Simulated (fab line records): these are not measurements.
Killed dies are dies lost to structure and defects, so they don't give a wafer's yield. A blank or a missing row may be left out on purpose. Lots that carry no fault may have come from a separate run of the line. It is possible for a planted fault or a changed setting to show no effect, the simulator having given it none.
fab line records -- flow n5Finfet
record: lots: 7, wafers: 21
route steps=1938 shown BEOL_M5@1119 BEOL_M6@1199 BEOL_M7@1270
startH: hours from the record's opening day to when the first of the lot's shown wafers began -- waitH: how many hours have passed since the lot's step before this one -- " unchanged from the row above -- L1.1+2: one row covering several wafers at once -- - value missing, or start not given -- * or withheld: withheld -- < > ~ a bound
route shown NAME@n: NAME is a module with steps in the file, n the number in the route of the first one -- usual: mean/standard deviation taken from wafers without a fault -- same: alike in all rows -- chamber/n: place in a boat -- sites: each site's reading -- _std_site: the standard deviation of these -- _edge_site: the outer-site mean with the inner-site mean subtracted -- radiusMm: for every site, how far away it sits from the centre of the wafer -- mask NAME#n: copy n -- behind: the most recent tool/chamber to have shaped the wafer -- hold: the reason the lot was held/the length of the hold in hours/how it ended -- device: whichever transistor did not switch (one of n, p or np) -- end of line: tests run on the same wafers once the route is complete -- a step without rows: its recipe alone -- killed: not the wafer's yield, but the dies lost to structure and defects at the first sort -- map: the dies of a wafer, with x for killed, . for not killed, _ for no die there
set.NAME: setting as actually run; set.NAME@STEP: the setting as run at that earlier step -- model.NAME: the simulator's own value behind a step, which no gauge read
lots where settings were altered on purpose, with a table for each step and a row for each wafer
== steps ==
step: N5_BEOL_M5_COAT_71
recipe: resist: underlayer, tempC: 205, timeS: 60, spinRpm: 1500, resistThkNm: 5
lot.wafer,tool,chamber,startH,waitH,set.spinRpm
L074.3+4+5,lithoTrack-04,0,-,-,1500
L075.1+2,lithoTrack-04,0,-,-,1500
L075.3,lithoTrack-04,0,-,-,1550
L082.2+6,lithoTrack-01,0,-,-,1500
L082.4,lithoTrack-01,0,-,-,1596
L089.1+4,lithoTrack-03,0,-,-,1500
L089.3,lithoTrack-03,0,-,-,1384
L094.2+4,lithoTrack-01,0,-,-,1500
L094.3,lithoTrack-01,0,-,-,1561
L093.3,lithoTrack-04,0,-,-,1500
L093.4+6,lithoTrack-04,0,-,-,1666
L096.2+4+5,lithoTrack-04,0,-,-,1500
step: N5_BEOL_M5_COAT_05
recipe: resist: CAR-EUV, spinRpm: 1500, resistThkNm: 30
step: N5_BEOL_M5_EBR_07
recipe: solvent: PGMEA, ebrWidthMm: 1.5
step: N5_BEOL_M5_DESCUM_16
recipe: chemistry: O2, timeS: 7, sourcePowerW: 50, biasPowerW: 20, pressureMtorr: 20, rfFrequencyHz: 2.712e+07, tempC: 40, resist: CAR-EUV, o2FlowSccm: 225
step: N5_BEOL_M5_ETCH_72
recipe: chemistry: N2/H2, target: underlayer, targetDepthA: 65, maskMaterial: CAR-EUV, timeS: 5.2, ionEnergyEv: 200, pressureMtorr: 30, sourceW: 840, biasW: 150, n2FlowSccm: 200, h2FlowSccm: 200, ends: cleared
usual: etchRfOnTimeS: 5.17/0.07
lot.wafer,tool,chamber,startH,waitH,set.spinRpm@BEOL_M5_COAT_71,etchRfOnTimeS,model.etch.depthNm
L074.3,rieDiel-05,2,182.43,0.0,1500,5.21,4.988
L074.4,rieDiel-05,1,182.43,0.0,1500,5.19,4.998
L074.5,rieDiel-05,1,182.43,0.0,1500,5.13,5.002
L075.1,rieDiel-02,2,196.85,0.0,1500,5.21,5.011
L075.2,rieDiel-02,1,196.85,0.0,1500,5.13,5.014
L075.3,rieDiel-02,3,196.85,0.0,1550,5.19,4.909
L082.2,rieDiel-02,3,240.03,0.0,1500,5.26,4.992
L082.4,rieDiel-02,2,240.03,0.0,1596,4.97,4.854
L082.6,rieDiel-02,2,240.03,0.0,1500,5.20,5.003
L089.1,rieDiel-05,3,271.08,0.0,1500,5.13,4.98
L089.3,rieDiel-05,2,271.08,0.0,1384,5.41,5.204
L089.4,rieDiel-05,0,271.08,0.0,1500,5.13,4.981
L094.2,rieDiel-02,1,307.45,0.0,1500,5.15,4.976
L094.3,rieDiel-02,0,307.45,0.0,1561,5.07,4.889
L094.4,rieDiel-02,2,307.45,0.0,1500,5.14,5.002
L093.3,rieDiel-02,2,312.50,0.0,1500,5.23,5.009
L093.4,rieDiel-02,3,312.50,0.0,1666,5.01,4.739
L093.6,rieDiel-02,0,312.50,0.0,1666,4.86,4.742
L096.2,rieDiel-06,3,322.39,0.0,1500,5.14,5.016
L096.4,rieDiel-06,2,322.39,0.0,1500,5.18,4.999
L096.5,rieDiel-06,1,322.39,0.0,1500,5.10,4.995
step: N5_BEOL_M5_TRENCH_ETCH_37
recipe: chemistry: C4F6/O2, targetDepthA: 716.52, target: SiCOH_lowk, timeS: 24.7, ionEnergyEv: 250, pressureMtorr: 30, sourceW: 345, biasW: 185, Ar_flow_sccm: 300, C4F6_flow_sccm: 10, O2_flow_sccm: 10
usual: rfVppV: 664/5.7
lot.wafer,tool,chamber,startH,waitH,set.sourceW,rfVppV
L074.3,rieDiel-05,0,-,-,345,665
L074.4,rieDiel-05,2,-,-,345,664
L074.5,rieDiel-05,1,-,-,345,654
L075.1,rieDiel-06,3,-,-,369.4,650
L075.2,rieDiel-06,2,-,-,369.4,633
L075.3,rieDiel-06,1,-,-,345,668
L082.2,rieDiel-05,1,-,-,296.6,706
L082.4,rieDiel-05,0,-,-,296.6,718
L082.6,rieDiel-05,2,-,-,345,663
L089.1,rieDiel-06,2,-,-,345,655
L089.3,rieDiel-06,3,-,-,345,673
L089.4,rieDiel-06,0,-,-,345,662
L094.2,rieDiel-02,2,-,-,345,661
L094.3,rieDiel-02,3,-,-,345,673
L094.4,rieDiel-02,0,-,-,345,663
L093.3,rieDiel-06,2,-,-,326.3,674
L093.4,rieDiel-06,0,-,-,345,662
L093.6,rieDiel-06,0,-,-,326.3,681
L096.2,rieDiel-02,3,-,-,396.2,627
L096.4,rieDiel-02,0,-,-,396.2,618
L096.5,rieDiel-02,2,-,-,345,662
step: N5_BEOL_M6_COAT_59
recipe: resist: SOC, tempC: 250, timeS: 60, spinRpm: 1500, resistThkNm: 100
lot.wafer,tool,chamber,startH,waitH,set.spinRpm,model.SOC_of_BEOL_M6_COAT_59.thkNm
L074.3,lithoTrack-01,0,195.88,0.1,1500,99.8
L074.4,lithoTrack-01,0,195.88,0.1,1500,100
L074.5,lithoTrack-01,0,195.88,0.1,1500,100.2
L075.1+2,lithoTrack-01,0,210.34,0.1,1500,99.6
L075.3,lithoTrack-01,0,210.34,0.1,1500,99.4
L082.2,lithoTrack-02,0,250.71,0.1,1363,105
L082.4,lithoTrack-02,0,250.71,0.1,1363,104.8
L082.6,lithoTrack-02,0,250.71,0.1,1500,100.2
L089.1,lithoTrack-02,0,282.64,0.1,1500,100.4
L089.3,lithoTrack-02,0,282.64,0.1,1597,97.2
L089.4,lithoTrack-02,0,282.64,0.1,1597,97
L094.2,lithoTrack-05,0,321.76,0.1,1500,100.2
L094.3,lithoTrack-05,0,321.76,0.1,1500,100
L094.4,lithoTrack-05,0,321.76,0.1,1500,100.4
L093.3,lithoTrack-01,0,329.14,0.1,1500,99.4
L093.4,lithoTrack-01,0,329.14,0.1,1608,96.4
L093.6,lithoTrack-01,0,329.14,0.1,1608,96.2
L096.2,lithoTrack-01,0,333.48,0.1,1500,100
L096.4+5,lithoTrack-01,0,333.48,0.1,1500,99.8
step: N5_BEOL_M6_COAT_60
recipe: resist: SiARC, tempC: 220, timeS: 60, spinRpm: 1500, resistThkNm: 35
lot.wafer,tool,chamber,startH,waitH,set.spinRpm,model.SiARC_of_BEOL_M6_COAT_60.thkNm
L074.3,lithoTrack-01,0,-,-,1500,35.2
L074.4+5,lithoTrack-01,0,-,-,1500,35
L075.1+2+3,lithoTrack-01,0,-,-,1500,34.8
L082.2+6,lithoTrack-02,0,-,-,1621,33.6
L082.4,lithoTrack-02,0,-,-,1500,35
L089.1,lithoTrack-02,0,-,-,1500,35
L089.3,lithoTrack-02,0,-,-,1393,36.4
L089.4,lithoTrack-02,0,-,-,1393,36.2
L094.2+4,lithoTrack-05,0,-,-,1500,35
L094.3,lithoTrack-05,0,-,-,1578,34
L093.3,lithoTrack-01,0,-,-,1592,34
L093.4,lithoTrack-01,0,-,-,1500,34.8
L093.6,lithoTrack-01,0,-,-,1500,35
L096.2,lithoTrack-01,0,-,-,1650,33.4
L096.4,lithoTrack-01,0,-,-,1500,35.2
L096.5,lithoTrack-01,0,-,-,1650,33.6
step: N5_BEOL_M6_COAT_05
recipe: resist: CAR-ArF, spinRpm: 1500, resistThkNm: 90
step: N5_BEOL_M6_EBR_07
recipe: solvent: PGMEA, ebrWidthMm: 1.5
step: N5_BEOL_M6_DESCUM_16
recipe: chemistry: O2, timeS: 7.9, sourcePowerW: 50, biasPowerW: 20, pressureMtorr: 20, rfFrequencyHz: 2.712e+07, tempC: 40, resist: CAR-ArF, o2FlowSccm: 225
step: N5_BEOL_M6_ETCH_61
recipe: chemistry: CF4, target: SiARC, targetDepthA: 455, maskMaterial: CAR-ArF, timeS: 75.8, ionEnergyEv: 80, pressureMtorr: 40, sourceW: 545, biasW: 36, Ar_flow_sccm: 100, cf4FlowSccm: 100, ends: cleared
lot.wafer,tool,chamber,startH,waitH,set.spinRpm@BEOL_M6_COAT_60,model.etch.depthNm,model.CAR-ArF_of_BEOL_M6_COAT_05.thkNm
L074.3,rieDiel-04,0,196.78,0.0,1500,35.15,50.2
L074.4,rieDiel-04,3,196.78,0.0,1500,34.95,50.8
L074.5,rieDiel-04,3,196.78,0.0,1500,35.05,50.4
L075.1,rieDiel-04,0,210.84,0.0,1500,34.73,51.4
L075.2,rieDiel-04,2,210.84,0.0,1500,34.78,51.4
L075.3,rieDiel-04,3,210.84,0.0,1500,34.87,51.2
L082.2,rieDiel-03,3,252.09,0.0,1621,33.66,52
L082.4,rieDiel-03,1,252.09,0.0,1500,34.92,50.8
L082.6,rieDiel-03,0,252.09,0.0,1621,33.66,52.4
L089.1,rieDiel-01,1,283.27,0.0,1500,34.99,50.8
L089.3,rieDiel-01,0,283.27,0.0,1393,36.34,49.8
L089.4,rieDiel-01,2,283.27,0.0,1393,36.23,49.8
L094.2,rieDiel-01,2,322.13,0.0,1500,34.93,51.2
L094.3,rieDiel-01,0,322.13,0.0,1578,34,52.2
L094.4,rieDiel-01,3,322.13,0.0,1500,34.96,51
L093.3,rieDiel-01,1,329.87,0.0,1592,33.94,51.8
L093.4,rieDiel-01,2,329.87,0.0,1500,34.87,50.8
L093.6,rieDiel-01,1,329.87,0.0,1500,34.96,50.6
L096.2,rieDiel-03,1,333.85,0.0,1650,33.47,52.2
L096.4,rieDiel-03,3,333.85,0.0,1500,35.15,51
L096.5,rieDiel-03,2,333.85,0.0,1650,33.52,51.8
step: N5_BEOL_M6_ETCH_62
recipe: chemistry: N2/H2, target: SOC, targetDepthA: 1100, overetchA: 220, maskMaterial: SiARC, tempC: 40, timeS: 165, ionEnergyEv: 200, pressureMtorr: 30, sourceW: 840, biasW: 150, n2FlowSccm: 200, h2FlowSccm: 200
lot.wafer,tool,chamber,startH,waitH,set.spinRpm@BEOL_M6_COAT_59,set.spinRpm@BEOL_M6_COAT_60,model.SiARC_of_BEOL_M6_COAT_60.thkNm,model.etch.depthNm
L074.3,rieDiel-04,0,196.84,0.0,1500,1500,28.4,99.72
L074.4,rieDiel-04,3,196.84,0.0,1500,1500,28.4,99.97
L074.5,rieDiel-04,3,196.84,0.0,1500,1500,28.4,100.2
L075.1,rieDiel-04,0,210.89,0.0,1500,1500,28,99.66
L075.2,rieDiel-04,2,210.89,0.0,1500,1500,28.2,99.67
L075.3,rieDiel-04,3,210.89,0.0,1500,1500,28.2,99.37
L082.2,rieDiel-03,3,252.15,0.0,1363,1621,27,105.1
L082.4,rieDiel-03,1,252.15,0.0,1363,1500,28.2,104.9
L082.6,rieDiel-03,0,252.15,0.0,1500,1621,26.8,100.1
L089.1,rieDiel-01,1,283.32,0.0,1500,1500,28.2,100.3
L089.3,rieDiel-01,0,283.32,0.0,1597,1393,29.6,97.11
L089.4,rieDiel-01,2,283.32,0.0,1597,1393,29.8,97.08
L094.2,rieDiel-01,2,322.18,0.0,1500,1500,28.4,100.2
L094.3,rieDiel-01,0,322.18,0.0,1500,1578,27.2,100
L094.4,rieDiel-01,3,322.18,0.0,1500,1500,28,100.4
L093.3,rieDiel-01,1,329.93,0.0,1500,1592,27.2,99.43
L093.4,rieDiel-01,2,329.93,0.0,1608,1500,28.2,96.42
L093.6,rieDiel-01,1,329.93,0.0,1608,1500,28.2,96.1
L096.2,rieDiel-03,1,333.90,0.0,1500,1650,26.8,100
L096.4,rieDiel-03,3,333.90,0.0,1500,1500,28.6,99.72
L096.5,rieDiel-03,2,333.90,0.0,1500,1650,26.8,99.73
step: N5_BEOL_M7_COAT_05
recipe: resist: CAR-ArF, spinRpm: 1500, resistThkNm: 90
lot.wafer,tool,chamber,startH,waitH,set.spinRpm,model.CAR-ArF_of_BEOL_M7_COAT_05.thkNm
L074.3,lithoTrack-04,0,-,-,1500,89.6
L074.4+5,lithoTrack-04,0,-,-,1500,90
L075.1+2+3,lithoTrack-04,0,-,-,1500,90.6
L082.2+4,lithoTrack-03,0,-,-,1500,89.8
L082.6,lithoTrack-03,0,-,-,1500,90
L089.1+4,lithoTrack-04,0,-,-,1500,90.2
L089.3,lithoTrack-04,0,-,-,1500,90
L094.2,lithoTrack-03,0,-,-,1598,87.2
L094.3,lithoTrack-03,0,-,-,1500,89.8
L094.4,lithoTrack-03,0,-,-,1598,87
L093.3,lithoTrack-04,0,-,-,1500,90.6
L093.4,lithoTrack-04,0,-,-,1500,90.4
L093.6,lithoTrack-04,0,-,-,1390,93.8
L096.2,lithoTrack-02,0,-,-,1576,87.4
L096.4,lithoTrack-02,0,-,-,1500,89.6
L096.5,lithoTrack-02,0,-,-,1576,87.8
step: N5_BEOL_M7_EXPOSE_08
recipe: maskId: M7, na: 1.35, sourceShape: dipole, sigmaInner: 0.817, sigmaOuter: 0.97, polarization: te, doseMj: 68.25
lot.wafer,tool,chamber,startH,waitH,mask,set.doseMj
L074.3+4+5,arfiScanner-01,0,207.49,-,M7#0,68.25
L075.1+2+3,arfiScanner-01,0,219.09,-,M7#0,68.25
L082.2+4+6,arfiScanner-03,0,260.94,-,M7#0,68.25
L089.1+4,arfiScanner-02,0,291.43,-,M7#0,66.75
L089.3,arfiScanner-02,0,291.43,-,M7#0,68.25
L094.2+3,arfiScanner-02,0,329.46,-,M7#0,66.06
L094.4,arfiScanner-02,0,329.46,-,M7#0,68.25
L093.3+4+6,arfiScanner-02,0,336.28,-,M7#0,68.25
L096.2+5,arfiScanner-03,0,339.75,-,M7#0,70.23
L096.4,arfiScanner-03,0,339.75,-,M7#0,68.25
step: N5_BEOL_M7_PEB_09
recipe: pebTempC: withheld, pebTimeS: 60, resist: CAR-ArF
step: N5_BEOL_M7_DEVELOP_10
recipe: developTimeS: 30, developer: TMAH, resist: CAR-ArF, rinseLiquid: diw, dry: airSpin, devTempC: 23
step: N5_BEOL_M7_CD_MEAS_11
recipe: targetCdNm: 38.5, landingEnergyEv: 500, detector: seInlens, polarity: opening
usual: cdNm: 38.3/0.43
lot.wafer,tool,chamber,startH,waitH,set.doseMj@BEOL_M7_EXPOSE_08,cdNm
L074.3,cdSem-02,0,207.61,-,68.25,38.9
L074.4,cdSem-02,0,207.61,-,68.25,39.1
L074.5,cdSem-02,0,207.61,-,68.25,38.8
L075.1,cdSem-03,0,219.22,-,68.25,38.7
L075.2,cdSem-03,0,219.22,-,68.25,38.6
L075.3,cdSem-03,0,219.22,-,68.25,38.9
L082.2,cdSem-02,0,261.06,-,68.25,38.3
L082.4,cdSem-02,0,261.06,-,68.25,37.9
L082.6,cdSem-02,0,261.06,-,68.25,38.4
L089.1,cdSem-01,0,291.56,-,66.75,37.7
L089.3,cdSem-01,0,291.56,-,68.25,38.1
L089.4,cdSem-01,0,291.56,-,66.75,37.1
L094.2,cdSem-01,0,329.58,-,66.06,36.8
L094.3,cdSem-01,0,329.58,-,66.06,36.4
L094.4,cdSem-01,0,329.58,-,68.25,38.3
L093.3,cdSem-01,0,336.39,-,68.25,38.6
L093.4,cdSem-01,0,336.39,-,68.25,38.3
L093.6,cdSem-01,0,336.39,-,68.25,38.0
L096.2,cdSem-02,0,339.87,-,70.23,40.3
L096.4,cdSem-02,0,339.87,-,68.25,38.2
L096.5,cdSem-02,0,339.87,-,70.23,40.5
step: N5_BEOL_M7_DESCUM_16
recipe: chemistry: O2, timeS: 7.9, sourcePowerW: 50, biasPowerW: 20, pressureMtorr: 20, rfFrequencyHz: 2.712e+07, tempC: 40, resist: CAR-ArF, o2FlowSccm: 225
lot.wafer,tool,chamber,startH,waitH,set.spinRpm@BEOL_M7_COAT_05,model.CAR-ArF_of_BEOL_M7_COAT_05.thkNm
L074.3,rieDiel-06,3,207.70,0.0,1500,83.2
L074.4+5,rieDiel-06,"2,0",207.70,0.0,1500,83.4
L075.1+2+3,rieDiel-05,"2,1,0",219.31,0.0,1500,84
L082.2+4,rieDiel-05,"1,3",261.15,0.0,1500,83.2
L082.6,rieDiel-05,0,261.15,0.0,1500,83.4
L089.1+4,rieDiel-05,"3,2",291.65,0.0,1500,83.6
L089.3,rieDiel-05,1,291.65,0.0,1500,83.4
L094.2+4,rieDiel-05,"1,2",329.67,0.0,1598,80.6
L094.3,rieDiel-05,3,329.67,0.0,1500,83.2
L093.3,rieDiel-02,1,336.60,0.1,1500,84
L093.4,rieDiel-02,2,336.60,0.1,1500,83.8
L093.6,rieDiel-02,2,336.60,0.1,1390,87.2
L096.2,rieDiel-05,0,340.27,0.3,1576,80.8
L096.4,rieDiel-05,3,340.27,0.3,1500,83
L096.5,rieDiel-05,1,340.27,0.3,1576,81.2
step: N5_BEOL_M7_ETCH_61
recipe: chemistry: CF4, target: SiARC, targetDepthA: 455, maskMaterial: CAR-ArF, timeS: 75.8, ionEnergyEv: 80, pressureMtorr: 40, sourceW: 545, biasW: 36, Ar_flow_sccm: 100, cf4FlowSccm: 100, ends: cleared
lot.wafer,tool,chamber,startH,waitH,set.doseMj@BEOL_M7_EXPOSE_08,model.BEOL_M7.cdOffsetNm
L074.3,rieDiel-06,3,207.73,0.0,68.25,0.4
L074.4,rieDiel-06,2,207.73,0.0,68.25,0.2
L074.5,rieDiel-06,0,207.73,0.0,68.25,0
L075.1+3,rieDiel-05,"2,0",219.34,0.0,68.25,0.2
L075.2,rieDiel-05,1,219.34,0.0,68.25,-0.2
L082.2+6,rieDiel-05,"1,0",261.18,0.0,68.25,-0.2
L082.4,rieDiel-05,3,261.18,0.0,68.25,-0.6
L089.1,rieDiel-05,3,291.68,0.0,66.75,-0.6
L089.3,rieDiel-05,1,291.68,0.0,68.25,-0.4
L089.4,rieDiel-05,2,291.68,0.0,66.75,-1.6
L094.2,rieDiel-05,1,329.71,0.0,66.06,-1.6
L094.3,rieDiel-05,3,329.71,0.0,66.06,-1.8
L094.4,rieDiel-05,2,329.71,0.0,68.25,-0.2
L093.3+4,rieDiel-02,"1,2",336.64,0.0,68.25,0
L093.6,rieDiel-02,2,336.64,0.0,68.25,-0.4
L096.2,rieDiel-05,0,340.30,0.0,70.23,1.6
L096.4,rieDiel-05,3,340.30,0.0,68.25,0
L096.5,rieDiel-05,1,340.30,0.0,70.23,1.8
step: N5_BEOL_M7_ETCH_62
recipe: chemistry: N2/H2, target: SOC, targetDepthA: 1100, overetchA: 220, maskMaterial: SiARC, tempC: 40, timeS: 165, ionEnergyEv: 200, pressureMtorr: 30, sourceW: 840, biasW: 150, n2FlowSccm: 200, h2FlowSccm: 200
step: N5_BEOL_M7_STRIP_68
recipe: chemistry: N2/H2, tempC: 40, n2FlowSccm: 200, h2FlowSccm: 200, rfFrequencyHz: 6e+07
step: N5_BEOL_M7_HM_OPEN_17
recipe: chemistry: Cl2/BCl3, targetDepthA: 200, overetchA: 60, target: TiN, maskMaterial: SOC, ionEnergyEv: 150, pressureMtorr: 10, icpW: 1000, biasW: 126, Cl2_flow_sccm: 53.25, bcl3FlowSccm: 21.75, Ar_flow_sccm: 25
step: N5_BEOL_M7_STRIP_19
recipe: chemistry: O2, powerW: 400, tempC: 40, pressureMtorr: 30, rfFrequencyHz: 6e+07, biasPowerW: 0, overashFraction: 0.2, o2FlowSccm: 225
step: N5_BEOL_M7_CD_MEAS_18
recipe: pitchNm: 80, targetCdNm: 40
usual: cdNm: 39.9/0.42
lot.wafer,tool,chamber,startH,waitH,set.doseMj@BEOL_M7_EXPOSE_08,cdNm
L074.3,cdSem-03,-,208.16,0.1,68.25,40.1
L074.4,cdSem-03,-,208.16,0.1,68.25,40.5
L074.5,cdSem-03,-,208.16,0.1,68.25,39.5
L075.1,cdSem-01,-,219.77,0.0,68.25,40.2
L075.2,cdSem-01,-,219.77,0.0,68.25,39.8
L075.3,cdSem-01,-,219.77,0.0,68.25,40.0
L082.2,cdSem-02,-,261.74,0.1,68.25,39.9
L082.4,cdSem-02,-,261.74,0.1,68.25,39.6
L082.6,cdSem-02,-,261.74,0.1,68.25,39.9
L089.1,cdSem-03,-,292.11,0.0,66.75,39.6
L089.3,cdSem-03,-,292.11,0.0,68.25,39.6
L089.4,cdSem-03,-,292.11,0.0,66.75,38.7
L094.2,cdSem-03,-,330.22,0.1,66.06,38.4
L094.3,cdSem-03,-,330.22,0.1,66.06,38.1
L094.4,cdSem-03,-,330.22,0.1,68.25,40.2
L093.3,cdSem-02,-,337.06,0.1,68.25,40.2
L093.4,cdSem-02,-,337.06,0.1,68.25,39.9
L093.6,cdSem-02,-,337.06,0.1,68.25,39.6
L096.2,cdSem-01,-,340.74,0.1,70.23,42.4
L096.4,cdSem-01,-,340.74,0.1,68.25,39.9
L096.5,cdSem-01,-,340.74,0.1,70.23,42.3
step: N5_BEOL_M7_COAT_63
recipe: resist: SOC, tempC: 250, timeS: 60, spinRpm: 1500, resistThkNm: 60
step: N5_BEOL_M7_COAT_64
recipe: resist: SiARC, tempC: 220, timeS: 60, spinRpm: 1500, resistThkNm: 12
step: N5_BEOL_M7_PRECLEAN_42
recipe: chemistry: residueRemover, timeS: 60, tempC: 40
step: N5_BEOL_M7_SRD_43
recipe: timeS: 30, tempC: 23, rinseLiquid: diw, dry: ipaMarangoni
step: N5_BEOL_M7_CD_MEAS_35
recipe: targetCdNm: 40, polarity: opening
usual: cdNm: 39.9/0.43
lot.wafer,tool,chamber,startH,waitH,set.doseMj@BEOL_M7_EXPOSE_08,cdNm
L074.3,cdSem-03,-,210.07,0.0,68.25,40.4
L074.4,cdSem-03,-,210.07,0.0,68.25,40.6
L074.5,cdSem-03,-,210.07,0.0,68.25,40.2
L075.1,cdSem-03,-,220.84,0.0,68.25,40.6
L075.2,cdSem-03,-,220.84,0.0,68.25,40.0
L075.3,cdSem-03,-,220.84,0.0,68.25,40.5
L082.2,cdSem-02,-,264.89,0.0,68.25,39.9
L082.4,cdSem-02,-,264.89,0.0,68.25,39.5
L082.6,cdSem-02,-,264.89,0.0,68.25,40.0
L089.1,cdSem-01,-,293.13,0.0,66.75,39.6
L089.3,cdSem-01,-,293.13,0.0,68.25,40.0
L089.4,cdSem-01,-,293.13,0.0,66.75,38.7
L094.2,cdSem-01,-,331.55,0.0,66.06,38.4
L094.3,cdSem-01,-,331.55,0.0,66.06,38.1
L094.4,cdSem-01,-,331.55,0.0,68.25,39.8
L093.3,cdSem-02,-,339.63,0.0,68.25,39.8
L093.4,cdSem-02,-,339.63,0.0,68.25,39.4
L093.6,cdSem-02,-,339.63,0.0,68.25,39.1
L096.2,cdSem-01,-,343.21,0.0,70.23,42.0
L096.4,cdSem-01,-,343.21,0.0,68.25,39.6
L096.5,cdSem-01,-,343.21,0.0,70.23,42.0
== key ==
split: step: N5_BEOL_M5_COAT_71, setting: spinRpm, stated: 1500, by: wafer
response: step: N5_BEOL_M5_ETCH_72, reading: etchRfOnTimeS, change: *, per: 1%, r: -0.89
response: step: N5_BEOL_M5_ETCH_72, reading: model.etch.depthNm, change: -0.0253, per: 1%, r: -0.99
split: step: N5_BEOL_M5_TRENCH_ETCH_37, setting: sourceW, stated: 345, by: wafer
response: step: N5_BEOL_M5_TRENCH_ETCH_37, reading: rfVppV, change: -3.13, per: 1%, r: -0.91
split: step: N5_BEOL_M6_COAT_59, setting: spinRpm, stated: 1500, by: wafer
response: step: N5_BEOL_M6_COAT_59, reading: model.SOC_of_BEOL_M6_COAT_59.thkNm, change: -0.489, per: 1%, r: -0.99
response: step: N5_BEOL_M6_ETCH_62, reading: model.etch.depthNm, change: -0.495, per: 1%, r: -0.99
split: step: N5_BEOL_M6_COAT_60, setting: spinRpm, stated: 1500, by: wafer
response: step: N5_BEOL_M6_COAT_60, reading: model.SiARC_of_BEOL_M6_COAT_60.thkNm, change: -0.172, per: 1%, r: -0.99
response: step: N5_BEOL_M6_ETCH_61, reading: model.etch.depthNm, change: -0.167, per: 1%, r: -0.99
response: step: N5_BEOL_M6_ETCH_61, reading: model.CAR-ArF_of_BEOL_M6_COAT_05.thkNm, change: +0.146, per: 1%, r: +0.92
response: step: N5_BEOL_M6_ETCH_62, reading: model.SiARC_of_BEOL_M6_COAT_60.thkNm, change: -0.18, per: 1%, r: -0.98
split: step: N5_BEOL_M7_COAT_05, setting: spinRpm, stated: 1500, by: wafer
response: step: N5_BEOL_M7_COAT_05, reading: model.CAR-ArF_of_BEOL_M7_COAT_05.thkNm, change: -0.426, per: 1%, r: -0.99
response: step: N5_BEOL_M7_DESCUM_16, reading: model.CAR-ArF_of_BEOL_M7_COAT_05.thkNm, change: -0.42, per: 1%, r: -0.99
split: step: N5_BEOL_M7_EXPOSE_08, setting: doseMj, stated: 68.25, by: wafer
response: step: N5_BEOL_M7_CD_MEAS_11, reading: cdNm, change: +0.562, per: 1%, r: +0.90
response: step: N5_BEOL_M7_ETCH_61, reading: model.BEOL_M7.cdOffsetNm, change: +0.479, per: 1%, r: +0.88
response: step: N5_BEOL_M7_CD_MEAS_18, reading: cdNm, change: +0.607, per: 1%, r: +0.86
response: step: N5_BEOL_M7_CD_MEAS_35, reading: cdNm, change: +0.583, per: 1%, r: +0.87
